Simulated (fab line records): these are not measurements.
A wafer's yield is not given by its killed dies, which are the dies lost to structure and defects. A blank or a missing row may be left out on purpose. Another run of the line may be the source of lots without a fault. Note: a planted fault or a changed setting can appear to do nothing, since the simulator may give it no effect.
What tool caused it?	flow nand-harc	72 wafers from 24 lots sampled at 6 of the route's 1159 steps

## WHAT THE GAUGES SHOWED, per wafer
NHARC_A_SGD_CUT_THK_MEAS_22: measures by ellipsometry. Usual: thk-nm reads 148.3 nm (standard deviation 1.3).
lot	measured	on	thk-nm (nm)	flag
L074	day 14 10:06	film-metro-02	146.6 148.2 151.1	
L075	day 14 10:06	film-metro-01	148.5 147.5 147.9	
L076	day 14 10:06	film-metro-02	149.0 147.6 148.5	
L077	day 15 03:26	film-metro-01	147.8 147.6 147.6	
L079	day 15 03:17	film-metro-01	147.2 150.3 146.8	
L080	day 15 03:17	film-metro-02	148.0 148.2 148.8	
L078	day 15 03:17	film-metro-02	148.1 148.1 149.4	
L081	day 15 18:26	film-metro-02	149.8 150.5 148.1	
L083	day 16 04:25	film-metro-02	147.5 149.8 149.3	
L082	day 16 04:26	film-metro-02	147.3 148.3 149.1	
L084	day 16 16:43	film-metro-01	146.5 145.9 146.1	
L085	day 17 06:01	film-metro-02	147.6 150.3 147.5	
L086	day 17 06:01	film-metro-01	148.5 148.2 148.8	
L087	day 17 06:01	film-metro-01	147.0 147.0 147.5	
L089	day 17 22:44	film-metro-01	149.1 147.5 147.4	
L088	day 17 22:45	film-metro-02	149.5 150.2 148.8	
L090	day 18 04:37	film-metro-02	143.9 150.2 148.2	
L091	day 18 04:37	film-metro-01	151.1 145.5 150.1	
L092	day 18 09:35	film-metro-02	149.3 147.7 148.9	
L093	day 18 09:35	film-metro-01	148.2 148.1 147.1	
L095	day 18 22:29	film-metro-02	148.9 149.2 149.2	
L096	day 18 22:34	film-metro-02	147.3 145.5 148.1	
L094	day 18 22:29	film-metro-01	148.8 146.3 148.1	
L097	day 20 04:35	film-metro-02	146.5 147.8 147.5	

## WHAT TOOL EACH LOT RAN ON (gives the tool, then ch and the chambers of the sampled wafers, and finally the start)
lot	NHARC_A_STAIRCASE_DESCUM_252	NHARC_A_STAIRCASE_HM_DEP_462	NHARC_A_STAIRCASE_DESCUM_312	NHARC_A_STAIRCASE_ETCH_315	NHARC_A_SGD_CUT_STRIP_17
L074	rie-diel-10 ch 1,2, day 11 17:24	acl-dep-01 ch 0, day 12 00:03	rie-diel-12 ch 1,2,3, day 12 03:16	rie-diel-12 ch 0,1,3, day 14 10:06 or earlier	rie-diel-04 ch 0,2,3, day 14 10:06 or earlier
L075	rie-diel-10 ch 1,2, day 11 21:47	acl-dep-02 ch 0, day 12 05:26	rie-diel-01 ch 0,1, day 12 07:40	rie-diel-01 ch 1,2, day 14 10:06 or earlier	rie-diel-02 ch 0,2, day 14 10:06 or earlier
L076	rie-diel-12 ch 0,3, day 11 23:02	acl-dep-02 ch 0, day 12 06:56	rie-diel-12 ch 0,1,3, day 12 09:31	rie-diel-12 ch 0,1,2, day 14 10:06 or earlier	rie-diel-03 ch 0,1, day 14 10:06 or earlier
L077	rie-diel-10 ch 2,3, day 12 07:41	acl-dep-01 ch 0, day 12 14:52	rie-diel-12 ch 0,1,2, day 12 17:51	rie-diel-12 ch 0,2,3, day 15 03:26 or earlier	rie-diel-03 ch 0,3, day 15 03:26 or earlier
L079	rie-diel-10 ch 0,1,2, day 12 08:31	acl-dep-03 ch 0, day 12 17:55	rie-diel-01 ch 0,2, day 12 20:27	rie-diel-01 ch 0,1, day 15 03:17 or earlier	rie-diel-04 ch 0,1,3, day 15 03:17 or earlier
L080	rie-diel-10 ch 2,3, day 12 10:53	acl-dep-03 ch 0, day 12 19:26	rie-diel-12 ch 1,3, day 12 22:36	rie-diel-12 ch 1,3, day 15 03:17 or earlier	rie-diel-04 ch 1,2,3, day 15 03:17 or earlier
L078	rie-diel-10 ch 0,1,2, day 12 11:30	acl-dep-02 ch 0, day 12 20:55	rie-diel-10 ch 0,2, day 12 23:10	rie-diel-10 ch 0,1, day 15 03:17 or earlier	rie-diel-03 ch 1,3, day 15 03:17 or earlier
L081	rie-diel-01 ch 0,1,3, day 12 23:49	acl-dep-02 ch 0, day 13 07:26	rie-diel-01 ch 0,1,3, day 13 10:17	rie-diel-01 ch 1,2, day 15 18:26 or earlier	rie-diel-04 ch 0,1, day 15 18:26 or earlier
L083	rie-diel-10 ch 0,1,3, day 13 12:28	acl-dep-02 ch 0, day 13 21:01	rie-diel-12 ch 0,2,3, day 13 23:33	rie-diel-12 ch 0,2,3, day 16 04:25 or earlier	rie-diel-04 ch 0,1,3, day 16 04:25 or earlier
L082	rie-diel-10 ch 0,1,3, day 13 12:54	acl-dep-01 ch 0, day 13 21:52	rie-diel-01 ch 1,2, day 14 00:25	rie-diel-01 ch 1,2, day 16 04:26 or earlier	rie-diel-03 ch 0,2, day 16 04:26 or earlier
L084	rie-diel-10 ch 0,3, day 14 02:10	acl-dep-01 ch 0, day 14 08:23	rie-diel-10 ch 0,1, day 14 11:16	rie-diel-10 ch 2,3, day 16 16:43 or earlier	rie-diel-02 ch 0,1, day 16 16:43 or earlier
L085	rie-diel-10 ch 0,1,2, day 14 10:55	acl-dep-03 ch 0, day 14 19:43	rie-diel-01 ch 0,2,3, day 14 22:28	rie-diel-01 ch 0,3, day 17 06:01 or earlier	rie-diel-04 ch 0,1, day 17 06:01 or earlier
L086	rie-diel-10 ch 0,2, day 14 11:12	acl-dep-02 ch 0, day 14 20:22	rie-diel-10 ch 0,1,2, day 14 22:53	rie-diel-10 ch 1,2, day 17 06:01 or earlier	rie-diel-02 ch 0,3, day 17 06:01 or earlier
L087	rie-diel-12 ch 0,1, day 14 11:37	acl-dep-01 ch 0, day 14 20:09	rie-diel-12 ch 0,1,2, day 14 22:43	rie-diel-12 ch 0,1,2, day 17 06:01 or earlier	rie-diel-03 ch 1,2, day 17 06:01 or earlier
L089	rie-diel-01 ch 0,2, day 15 04:23	acl-dep-01 ch 0, day 15 15:46	rie-diel-01 ch 0,1,3, day 15 18:19	rie-diel-01 ch 0,3, day 17 22:44 or earlier	rie-diel-02 ch 0,2,3, day 17 22:44 or earlier
L088	rie-diel-10 ch 1,2,3, day 15 05:02	acl-dep-03 ch 0, day 15 16:16	rie-diel-12 ch 0,2,3, day 15 18:47	rie-diel-12 ch 0,2, day 17 22:45 or earlier	rie-diel-02 ch 1,3, day 17 22:45 or earlier
L090	rie-diel-01 ch 0,1, day 15 08:30	acl-dep-03 ch 0, day 15 19:59	rie-diel-12 ch 0,1,3, day 15 22:44	rie-diel-12 ch 2,3, day 18 04:37 or earlier	rie-diel-04 ch 0,1,2, day 18 04:37 or earlier
L091	rie-diel-01 ch 1,2, day 15 08:41	acl-dep-01 ch 0, day 15 20:58	rie-diel-01 ch 0,1,2, day 15 23:52	rie-diel-01 ch 0,3, day 18 04:37 or earlier	rie-diel-03 ch 0,2,3, day 18 04:37 or earlier
L092	rie-diel-10 ch 1,3, day 15 13:41	acl-dep-03 ch 0, day 16 02:02	rie-diel-12 ch 2,3, day 16 04:53	rie-diel-12 ch 0,1,2, day 18 09:35 or earlier	rie-diel-03 ch 1,2, day 18 09:35 or earlier
L093	rie-diel-01 ch 2,3, day 15 14:47	acl-dep-01 ch 0, day 16 02:22	rie-diel-01 ch 0,1,3, day 16 05:05	rie-diel-01 ch 0,1,3, day 18 09:35 or earlier	rie-diel-02 ch 0,2,3, day 18 09:35 or earlier
L095	rie-diel-10 ch 2,3, day 16 06:58	acl-dep-02 ch 0, day 16 14:19	rie-diel-10 ch 0,2,3, day 16 16:35	rie-diel-10 ch 0,1,2, day 18 22:29 or earlier	rie-diel-03 ch 0,3, day 18 22:29 or earlier
L096	rie-diel-01 ch 1,2,3, day 16 07:14	acl-dep-01 ch 0, day 16 15:18	rie-diel-01 ch 1,2,3, day 16 18:08	rie-diel-01 ch 0,1,3, day 18 22:34 or earlier	rie-diel-03 ch 0,2,3, day 18 22:34 or earlier
L094	rie-diel-10 ch 0,1,3, day 16 07:31	acl-dep-03 ch 0, day 16 16:41	rie-diel-10 ch 1,3, day 16 19:36	rie-diel-10 ch 0,1,2, day 18 22:29 or earlier	rie-diel-04 ch 2,3, day 18 22:29 or earlier
L097	rie-diel-12 ch 0,1,2, day 17 10:13	acl-dep-02 ch 0, day 17 17:18	rie-diel-10 ch 1,2,3, day 17 19:45	rie-diel-10 ch 0,2, day 20 04:35 or earlier	rie-diel-03 ch 0,3, day 20 04:35 or earlier
- NHARC_A_STAIRCASE_DESCUM_252: chemistry O2, time 3 s.
- NHARC_A_STAIRCASE_HM_DEP_462: deposits aC, target thk 800 nm.
- NHARC_A_STAIRCASE_DESCUM_312: chemistry O2, time 3 s.
- NHARC_A_STAIRCASE_ETCH_315: etches the open film in C4F8/O2/Ar, target depth 2500 nm, time 607.1 s.
- NHARC_A_SGD_CUT_STRIP_17: strips in O2.

## AS READ BY THE TOOLS THEMSELVES (means over the sampled wafers that have a number; for cases with no such wafer, the mark the record gives instead)
NHARC_A_STAIRCASE_DESCUM_252. Usual: drypump-motor-current-A 5.6 A, standard deviation 0.48; oes-product-au 1.000 a.u., standard deviation 0.0072; rf-vpp-V 57.7 V, standard deviation 0.85; showerhead-plenum-p-Torr 1.87 Torr, standard deviation 0.085; throttle-valve-pct 11.311 %, standard deviation 0.0088.
lot	tool	drypump-motor-current-A (A)	oes-product-au (a.u.)	rf-vpp-V (V)	showerhead-plenum-p-Torr (Torr)	throttle-valve-pct (%)	flag
L074	rie-diel-10	5.5	1.002	57.4	1.81	11.312	
L075	rie-diel-10	5.5	1.006	57.3	1.81	11.304	
L076	rie-diel-12	5.4	1.013	57.8	2.07	11.309	
L077	rie-diel-10	5.1	1.000	57.4	1.86	11.317	
L079	rie-diel-10	5.6	1.004	57.6	1.82	11.316	
L080	rie-diel-10	5.1	0.990	57.8	1.86	11.312	
L078	rie-diel-10	5.6	0.998	57.6	1.82	11.315	
L081	rie-diel-01	6.1	0.993	58.3	1.91	11.310	
L083	rie-diel-10	5.5	1.008	57.8	1.85	11.315	
L082	rie-diel-10	5.5	1.004	57.6	1.85	11.305	
L084	rie-diel-10	5.4	1.000	57.4	1.87	11.318	
L085	rie-diel-10	5.6	1.005	57.3	1.82	11.308	
L086	rie-diel-10	5.5	1.001	57.4	1.84	11.314	
L087	rie-diel-12	5.4	1.000	58.5	2.04	11.313	
L089	rie-diel-01	6.6	1.000	57.9	1.86	11.304	
L088	rie-diel-10	5.4	1.002	57.4	1.82	11.307	
L090	rie-diel-01	6.1	1.001	57.3	1.82	11.323	
L091	rie-diel-01	6.0	1.004	57.5	1.92	11.309	
L092	rie-diel-10	5.6	0.988	57.2	1.82	11.317	
L093	rie-diel-01	6.5	0.998	57.7	1.93	11.309	
L095	rie-diel-10	5.2	0.999	57.6	1.83	11.308	
L096	rie-diel-01	6.2	1.010	58.2	1.94	11.312	
L094	rie-diel-10	5.5	0.997	57.6	1.84	11.307	
L097	rie-diel-12	5.2	0.993	57.8	2.04	11.305	

NHARC_A_STAIRCASE_HM_DEP_462. Usual: throttle-valve-pct reads 34.999 % (standard deviation 0.0095).
lot	tool	throttle-valve-pct (%)	flag
L074	acl-dep-01	34.998	
L075	acl-dep-02	34.994	
L076	acl-dep-02	34.995	
L077	acl-dep-01	35.002	
L079	acl-dep-03	34.998	
L080	acl-dep-03	34.997	
L078	acl-dep-02	34.996	
L081	acl-dep-02	35.001	
L083	acl-dep-02	34.990	
L082	acl-dep-01	34.998	
L084	acl-dep-01	34.994	
L085	acl-dep-03	34.998	
L086	acl-dep-02	35.003	
L087	acl-dep-01	35.005	
L089	acl-dep-01	34.993	
L088	acl-dep-03	34.998	
L090	acl-dep-03	34.999	
L091	acl-dep-01	35.002	
L092	acl-dep-03	34.995	
L093	acl-dep-01	34.998	
L095	acl-dep-02	35.001	
L096	acl-dep-01	34.998	
L094	acl-dep-03	34.998	
L097	acl-dep-02	35.001	

NHARC_A_STAIRCASE_DESCUM_312. Usual: drypump-motor-current-A 5.6 A, standard deviation 0.54; oes-product-au 1.001 a.u., standard deviation 0.0069; rf-vpp-V 57.7 V, standard deviation 0.93; showerhead-plenum-p-Torr 1.92 Torr, standard deviation 0.11; throttle-valve-pct 11.311 %, standard deviation 0.0085.
lot	tool	drypump-motor-current-A (A)	oes-product-au (a.u.)	rf-vpp-V (V)	showerhead-plenum-p-Torr (Torr)	throttle-valve-pct (%)	flag
L074	rie-diel-12	5.1	1.001	58.0	1.95	11.308	
L075	rie-diel-01	6.1	1.005	57.7	1.83	11.318	
L076	rie-diel-12	5.4	1.007	57.4	2.05	11.309	
L077	rie-diel-12	5.2	1.005	57.4	1.95	11.307	
L079	rie-diel-01	6.5	0.995	57.3	1.82	11.312	
L080	rie-diel-12	5.3	1.002	57.7	2.05	11.319	
L078	rie-diel-10	5.4	0.998	57.7	1.83	11.313	
L081	rie-diel-01	6.1	0.991	57.7	1.91	11.313	
L083	rie-diel-12	5.2	1.001	57.6	1.97	11.316	
L082	rie-diel-01	6.3	0.995	57.6	1.92	11.311	
L084	rie-diel-10	5.8	1.003	57.6	1.81	11.309	
L085	rie-diel-01	6.4	1.000	58.5	1.89	11.308	
L086	rie-diel-10	5.6	1.004	57.1	1.82	11.308	
L087	rie-diel-12	5.2	1.001	57.4	1.94	11.310	
L089	rie-diel-01	6.1	1.001	57.1	1.90	11.312	
L088	rie-diel-12	5.2	0.997	57.9	1.96	11.313	
L090	rie-diel-12	5.4	1.005	57.8	2.04	11.307	
L091	rie-diel-01	6.2	1.000	58.3	1.87	11.308	
L092	rie-diel-12	5.2	1.002	57.9	1.96	11.307	
L093	rie-diel-01	6.1	1.001	57.8	1.90	11.307	
L095	rie-diel-10	5.3	0.995	57.7	1.84	11.311	
L096	rie-diel-01	6.2	0.998	57.2	1.94	11.311	
L094	rie-diel-10	5.3	0.999	57.7	1.84	11.304	
L097	rie-diel-10	5.4	0.997	57.5	1.82	11.316	

NHARC_A_STAIRCASE_ETCH_315. Usual: oes-product-au 0.932 a.u., standard deviation 0.0086; rf-vpp-V 1827 V, standard deviation 14.
lot	tool	oes-product-au (a.u.)	rf-vpp-V (V)	flag
L074	rie-diel-12	0.939	1844	
L075	rie-diel-01	0.933	1829	
L076	rie-diel-12	0.936	1831	
L077	rie-diel-12	0.949	1834	
L079	rie-diel-01	0.937	1816	
L080	rie-diel-12	0.934	1843	
L078	rie-diel-10	0.933	1818	
L081	rie-diel-01	0.941	1830	
L083	rie-diel-12	0.931	1834	
L082	rie-diel-01	0.920	1827	
L084	rie-diel-10	0.937	1819	
L085	rie-diel-01	0.934	1819	
L086	rie-diel-10	0.936	1812	
L087	rie-diel-12	0.938	1831	
L089	rie-diel-01	0.928	1828	
L088	rie-diel-12	0.928	1832	
L090	rie-diel-12	0.927	1832	
L091	rie-diel-01	0.922	1828	
L092	rie-diel-12	0.922	1831	
L093	rie-diel-01	0.928	1824	
L095	rie-diel-10	0.922	1815	
L096	rie-diel-01	0.928	1824	
L094	rie-diel-10	0.925	1814	
L097	rie-diel-10	0.933	1813	

NHARC_A_SGD_CUT_STRIP_17. Usual: drypump-motor-current-A 5.6 A, standard deviation 0.47; oes-product-au 0.999 a.u., standard deviation 0.0082; rf-vpp-V 57.9 V, standard deviation 0.78; showerhead-plenum-p-Torr 3.53 Torr, standard deviation 0.12; throttle-valve-pct 17.036 %, standard deviation 0.009.
lot	tool	drypump-motor-current-A (A)	oes-product-au (a.u.)	rf-vpp-V (V)	showerhead-plenum-p-Torr (Torr)	throttle-valve-pct (%)	flag
L074	rie-diel-04	5.7	1.002	57.6	3.61	17.037	
L075	rie-diel-02	5.7	1.001	57.9	3.41	17.038	
L076	rie-diel-03	6.0	0.982	57.7	3.54	17.037	
L077	rie-diel-03	5.3	1.001	57.0	3.54	17.042	
L079	rie-diel-04	5.7	0.999	58.4	3.68	17.039	
L080	rie-diel-04	5.7	1.004	57.8	3.61	17.039	
L078	rie-diel-03	5.3	0.990	58.6	3.48	17.039	
L081	rie-diel-04	5.3	1.002	57.4	3.73	17.038	
L083	rie-diel-04	5.7	0.992	57.9	3.67	17.035	
L082	rie-diel-03	5.4	0.999	58.2	3.49	17.040	
L084	rie-diel-02	5.7	1.016	58.8	3.34	17.037	
L085	rie-diel-04	5.4	1.006	58.9	3.73	17.042	
L086	rie-diel-02	5.5	1.012	57.4	3.41	17.024	
L087	rie-diel-03	5.6	0.997	58.0	3.46	17.035	
L089	rie-diel-02	5.7	0.999	57.8	3.45	17.040	
L088	rie-diel-02	5.7	1.002	56.7	3.42	17.036	
L090	rie-diel-04	5.3	0.992	58.5	3.66	17.036	
L091	rie-diel-03	5.4	1.007	58.8	3.51	17.036	
L092	rie-diel-03	5.6	1.003	57.5	3.46	17.037	
L093	rie-diel-02	5.7	1.008	58.7	3.45	17.040	
L095	rie-diel-03	5.4	0.998	57.9	3.53	17.037	
L096	rie-diel-03	5.4	0.999	57.6	3.51	17.045	
L094	rie-diel-04	5.7	0.995	57.9	3.54	17.043	
L097	rie-diel-03	5.4	0.996	58.0	3.53	17.026	

## THE ANSWER, worked out from the rows above alone
Rule: lot off if the mean of its wafers having a number is beyond 3 standard deviations from the usual mean. Also off: a lot with no number at a reading for which 4 or more lots have one. Where the step has rows for the other lots, those lots are counted as sound. Order of review: gauges by route order, followed by the tools' own readings, for which a lot's mean as printed above is used. At the first step where some lot is off, the reading lying furthest off is the one used; lots without a number count as furthest.
No lot is off on any of the readings shown, so nothing can be concluded from this.

## WHAT WAS PUT IN BY THE SIMULATOR
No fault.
